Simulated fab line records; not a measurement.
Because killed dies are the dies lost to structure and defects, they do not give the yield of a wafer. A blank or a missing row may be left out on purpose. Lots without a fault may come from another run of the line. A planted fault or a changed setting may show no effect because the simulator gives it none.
Struck lot and sound lot, side by side -- flow n5_finfet -- 42 steps out of a route of 1938
Sound: the wafers L285.1, L285.2, L285.6. The struck wafers were L279.3, L279.5, L279.6. At the end, the cause is stated.
Order at every step that has rows: each side's tool, ch and its chambers, its first start. Under that, the readings that differ: sound wafers -- struck wafers -- difference of the means -- sigmas: that difference in standard deviations of wafers without a fault.
alike: words and numbers the same on both sides, and readings whose means are apart by under 2 such deviations; not compared: readings that were withheld, readings missing a value for some wafer, numbers with overlapping values and no deviation given by the record, and bounds like >300 which may hide the same value.
A row with sigmas, a row that says differs or no value, or rows on one side alone: a step with any of these is where the two part. Non-overlapping numbers with no deviation appear without sigmas and do not part them. A reading that every wafer of one side lacks parts them only if that side has two wafers or more.

first, 12 steps without rows for these wafers: N5_BEOL_M3_ETCH_77 (etches underlayer in N2/H2, target depth 6.5 nm, time 5.2 s); N5_BEOL_M3_ETCH_69 (etches SiARC in CF4, target depth 15.6 nm, time 26 s); N5_BEOL_M3_ALD_98 (deposits SiO2, target thk 2.5 nm, pulse time 1 s, co reactant pulse time 1 s); N5_BEOL_M3_ETCHBACK_99 (etches SiO2 in CHF3, target depth 5 nm, time 10.4 s); N5_BEOL_M3_ETCH_70 (etches SOC in N2/H2, target depth 80 nm, overetch 16 nm, time 120 s); N5_BEOL_M3_STRIP_71 (strips in N2/H2); N5_BEOL_M3_STRIP_78 (strips in N2/H2); N5_BEOL_M3_VIA_ETCH_34 (etches the open film in C4F6/O2, target depth 69.4 nm, time 65.9 s); N5_BEOL_M3_STRIP_83 (strips in C4F6/O2); N5_BEOL_M3_STRIP_36 (strips in N2/H2); N5_BEOL_M3_TRENCH_ETCH_37 (etches SiOC in C4F6/O2, target depth 55.555 nm, time 29.2 s); N5_BEOL_M3_ETCH_41 (etches SiCN in CH3F/O2, target depth 29.9 nm, time 52.5 s).
N5_BEOL_M3_STRIP_97: strips in N2/H2, time 10 s.
  sound on rie_diel-01 ch 1,3, day 12 18:32; struck on rie_diel-01 ch 0,1,2, day 11 19:13
  no value came back on the struck wafers for any of 7 readings (bias_power_w (W), chamber_pressure_mTorr (mTorr) and others); on the sound wafers bias_power_w (W) reads 7.018 7.021 6.989
  not compared: rf_hours_counter_h
then, 27 steps without rows for these wafers: N5_BEOL_M3_HM_STRIP_39 (strips TiN in peroxide tin strip, target depth 25 nm, time 158 s); N5_BEOL_M3_SRD_40 (time 30 s); N5_BEOL_M3_PRECLEAN_42 (cleans in residue remover, time 60 s); N5_BEOL_M3_SRD_43 (time 30 s); N5_BEOL_M3_DEGAS_44 (time 60 s); N5_BEOL_M3_PRE_CLEAN_45 (time 30 s); N5_BEOL_M3_ALD_84 (deposits TaN, pulse time 2 s, purge time 3 s, co reactant purge time 2 s); N5_BEOL_M3_SURFACE_TREAT_85; N5_BEOL_M3_CVD_47 (deposits Co from CCTBA/H2, target thk 3 nm, time 223.8 s); N5_BEOL_M3_SPUTTER_48 (material Cu, target thk 4.5 nm, time 8.29 s); N5_BEOL_M3_ANNEAL_49 (time 240 s); N5_BEOL_M3_SPUTTER_79 (material Cu, target thk 4.5 nm, time 8.29 s); N5_BEOL_M3_ANNEAL_80 (time 240 s); N5_BEOL_M3_SPUTTER_81 (material Cu, target thk 4.5 nm, time 8.29 s); N5_BEOL_M3_ANNEAL_82 (time 240 s); N5_BEOL_M3_SPUTTER_86 (material Cu, target thk 4.5 nm, time 8.29 s); N5_BEOL_M3_ANNEAL_87 (time 240 s); N5_BEOL_M3_SPUTTER_88 (material Cu, target thk 4.5 nm, time 8.29 s); N5_BEOL_M3_ANNEAL_89 (time 240 s); N5_BEOL_M3_SPUTTER_90 (material Cu, target thk 4.5 nm, time 8.29 s); N5_BEOL_M3_ANNEAL_91 (time 240 s); N5_BEOL_M3_SPUTTER_92 (material Cu, target thk 4.5 nm, time 8.29 s); N5_BEOL_M3_ANNEAL_93 (time 240 s); N5_BEOL_M3_SPUTTER_94 (material Cu, target thk 4.5 nm, time 8.29 s); N5_BEOL_M3_ANNEAL_95 (time 240 s); N5_BEOL_M3_SPUTTER_96 (material Cu, target thk 4.5 nm, time 8.29 s); N5_BEOL_M3_ECD_50 (material Cu, target thk 300 nm).
N5_BEOL_M4_RC_MEAS_101:
  sound on prober-01 ch 0, day 13 09:58; struck on prober-01 ch 0, day 12 17:58
  alike: DIBL_N, DIBL_P, IOFF_N, IOFF_P, ION_N, ION_P, SS_N, SS_P, VT_N, VT_P
-- record jumps: 4 days separate the struck wafers' starts on either side; left off in module BEOL_M4, taken up again in module PASSIVATION, whose first shown step is the route's number 1936 --
N5_PASSIVATION_PROBE_49:
  sound on prober-02 at day 18 00:50; struck on prober-02 at day 17 00:29
reading,sound,struck,difference,sigmas
defect_limited_yield (%),91.4 90.5 91.1,83.5 85.1 83.8,-6.9,-5
killed_at_M0_to_M3,46 37 34,115 100 115,+71,+7
killed_dies,102 112 105,195 176 191,+81,+5
killed_open,59 75 68,145 129 140,+71,+5
sort_bin_5_function (%),4.6 5.3 5.0,9.7 9.0 11.1,+5.0,+5
sort_bin_6_memory (%),3.1 3.7 3.4,6.4 5.0 4.7,+2.0,+3
sort_n_pass,1078 1068 1075,985 1004 989,-81,-5
sort_yield_pct (%),91.4 90.5 91.1,83.5 85.1 83.8,-6.9,-5
  alike: killed_at_M4_up, killed_at_contacts, killed_at_front_end, killed_at_other, killed_short

WHERE THEY PART
First at N5_BEOL_M3_STRIP_97; last, within this record, at N5_PASSIVATION_PROBE_49.

WHY: what the simulator had put in
Whole step skipped at N5_BEOL_M3_STRIP_97 on rie_diel-01, starting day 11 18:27. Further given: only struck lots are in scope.
